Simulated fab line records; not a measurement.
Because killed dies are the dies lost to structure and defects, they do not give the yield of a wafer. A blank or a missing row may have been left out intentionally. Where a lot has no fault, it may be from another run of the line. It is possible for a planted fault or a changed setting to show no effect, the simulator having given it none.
Split-lot experiment + flow n5_finfet + on a route of 1938 steps: 7 lots, 21 wafers read

ABOUT THE SPLIT
At N5_SD_EPI_N_EPI_21 (deposits Si:P, time 690 s), the setting temp_c was moved away from the recipe's 680 C on 6 of the 21 wafers read, by -0.5% to +0.6%. This setting was run at the recipe's value on the other wafers.

FROM THE SPLIT TO THE READING: what the file shows between them, 12 steps
- N5_SD_EPI_N_EPI_MEAS_23
- N5_SD_EPI_P_COAT_34: time 60 s, resist thk 350 nm (also split here: spin_rpm)
- N5_SD_EPI_P_COAT_35: time 60 s, resist thk 35 nm
- N5_SD_EPI_P_COAT_03: resist thk 150 nm
- N5_SD_EPI_P_EPI_21: deposits SiGe:B, time 355 s
- N5_SD_EPI_P_HM_STRIP_48: strips SiNx in H3PO4, material SiNx, target depth 3 nm
- N5_SD_EPI_P_SRD_49: time 30 s
- N5_SD_EPI_P_PRECLEAN_24: cleans in O3/DIW, time 45 s
- N5_SD_EPI_P_PRECLEAN_32: cleans in dHF, time 10 s
- N5_SD_EPI_P_PRECLEAN_33: cleans in SC2, time 45 s
- N5_SD_ACTIVATION_RTA_00: time 0 s
- N5_SD_ACTIVATION_LSA_01: time 0.0008 s

THE READING
RS_SD_N (ohm/sq), read at N5_SD_ACTIVATION_RS_MEAS_03 with a four-point probe. Fault-free wafers of this fab line usually give 21.81 ohm/sq, standard deviation 0.3 ohm/sq.

| wafer  | tool, chamber at the split | temp_c as run, C | against the recipe | RS_SD_N, ohm/sq | against lot-mates on the recipe |
|--------|----------------------------|------------------|--------------------|-----------------|---------------------------------|
| L076.1 | epi_rpcvd-03, 0            | 680              | recipe             | 22.11           | -                               |
| L076.3 | epi_rpcvd-03, 0            | 680              | recipe             | 22.08           | -                               |
| L076.4 | epi_rpcvd-03, 0            | 680              | recipe             | 21.89           | -                               |
| L078.2 | epi_rpcvd-03, 0            | 680              | recipe             | 22.02           | -                               |
| L078.3 | epi_rpcvd-03, 0            | 680              | recipe             | 22.00           | -                               |
| L078.5 | epi_rpcvd-03, 0            | 680              | recipe             | 22.40           | -                               |
| L080.4 | epi_rpcvd-03, 0            | 680              | recipe             | 21.32           | -                               |
| L080.5 | epi_rpcvd-03, 0            | 680              | recipe             | 21.57           | -                               |
| L080.6 | epi_rpcvd-03, 0            | 680              | recipe             | 21.93           | -                               |
| L090.3 | epi_rpcvd-02, 0            | 680              | recipe             | 21.10           | -                               |
| L090.4 | epi_rpcvd-02, 0            | 676.9            | -0.5%              | 22.61           | +1.32                           |
| L090.5 | epi_rpcvd-02, 0            | 680              | recipe             | 21.47           | -                               |
| L091.1 | epi_rpcvd-01, 0            | 680              | recipe             | 21.47           | -                               |
| L091.3 | epi_rpcvd-01, 0            | 681.4            | +0.2%              | 21.10           | -0.37                           |
| L091.4 | epi_rpcvd-01, 0            | 681.4            | +0.2%              | 20.99           | -0.48                           |
| L093.4 | epi_rpcvd-02, 0            | 680              | recipe             | 21.56           | -                               |
| L093.5 | epi_rpcvd-02, 0            | 680              | recipe             | 21.53           | -                               |
| L093.6 | epi_rpcvd-02, 0            | 676.4            | -0.5%              | 23.10           | +1.55                           |
| L095.1 | epi_rpcvd-01, 0            | 684              | +0.6%              | 20.83           | -1.44                           |
| L095.4 | epi_rpcvd-01, 0            | 684              | +0.6%              | 20.64           | -1.63                           |
| L095.5 | epi_rpcvd-01, 0            | 680              | recipe             | 22.27           | -                               |

FIT RESULTS
A straight line over all 21 wafers: RS_SD_N changes by -2.06 ohm/sq for each +1% of temp_c; r = -0.83; the points scatter about the line by 0.35 ohm/sq.
The same after taking each lot's own level away (the mean of its wafers on the recipe; 21 wafers): -2.71 ohm/sq for each +1%; r = -0.98; scatter 0.16 ohm/sq.
Per that fit: largest temp_c move, reading shift of 1.6 ohm/sq.
From 21.285 to 22.270 ohm/sq: that is the span of the lots' own levels, equal to 3.3 times the standard deviation above.
Hence the slope depends on the lot-to-lot level, as the two fits are not the same.
Check: -1.62 ohm/sq against its lot-mates is what the line predicts for one of the wafers moved furthest among these (+0.6%) when that wafer is left out of the fit. It came out at -1.44 ohm/sq against them.

THE OTHER SPLITS THESE WAFERS WENT THROUGH
Note: prior to the reading, these wafers also went through further splits. Each is held against what the fit with the lots' levels taken away leaves over:
| other split on the same wafers  | wafers away from the commonest value | r with RS_SD_N (lot level and that fit taken away) |
|---------------------------------|--------------------------------------|----------------------------------------------------|
| N5_ZERO_LAYER_PECVD_02 time_s   | 6                                    | +0.20                                              |
| N5_ZERO_LAYER_EXPOSE_08 dose_mj | 9                                    | +0.28                                              |
| N5_FIN_SAQP_EXPOSE_13 dose_mj   | 5                                    | -0.06                                              |
| N5_FIN_CUT_ETCH_21 bias_w       | 2                                    | -0.01                                              |
| N5_SD_EPI_N_PEB_07 peb_temp_c   | 5                                    | -0.08                                              |
| N5_SD_EPI_P_COAT_34 spin_rpm    | 9                                    | -0.01                                              |

THE WHOLE CHAIN: every reading that the file lists as answering this split, in the file's order
| step                        | what it does                                           | reading                                                                         | change (the file's fit)              | r (the file's) |
|-----------------------------|--------------------------------------------------------|---------------------------------------------------------------------------------|--------------------------------------|----------------|
| N5_SD_EPI_N_EPI_21          | deposits Si:P, time 690 s                              | Si-P_of_SD_EPI_N_EPI_21.thk_nm (the simulator's own value, which no gauge read) | +7.54 nm for each +1% of the setting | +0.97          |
| N5_SD_EPI_N_EPI_MEAS_23     |                                                        | thk_nm                                                                          | withheld for each +1% of the setting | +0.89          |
| N5_SD_EPI_P_HM_STRIP_48     | strips SiNx in H3PO4, material SiNx, target depth 3 nm | Si-P_of_SD_EPI_N_EPI_21.thk_nm (the simulator's own value, which no gauge read) | +7.66 nm for each +1% of the setting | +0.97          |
| N5_SD_EPI_P_PRECLEAN_24     | cleans in O3/DIW, time 45 s                            | Si-P_of_SD_EPI_N_EPI_21.thk_nm (the simulator's own value, which no gauge read) | +7.58 nm for each +1% of the setting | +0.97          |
| N5_SD_ACTIVATION_RS_MEAS_03 | measures by four-point-probe                           | RS_SD_N                                                                         | -2.76 for each +1% of the setting    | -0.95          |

THE FILE'S OWN FIT
RS_SD_N changes by -2.76 ohm/sq for each +1% of temp_c, r = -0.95.
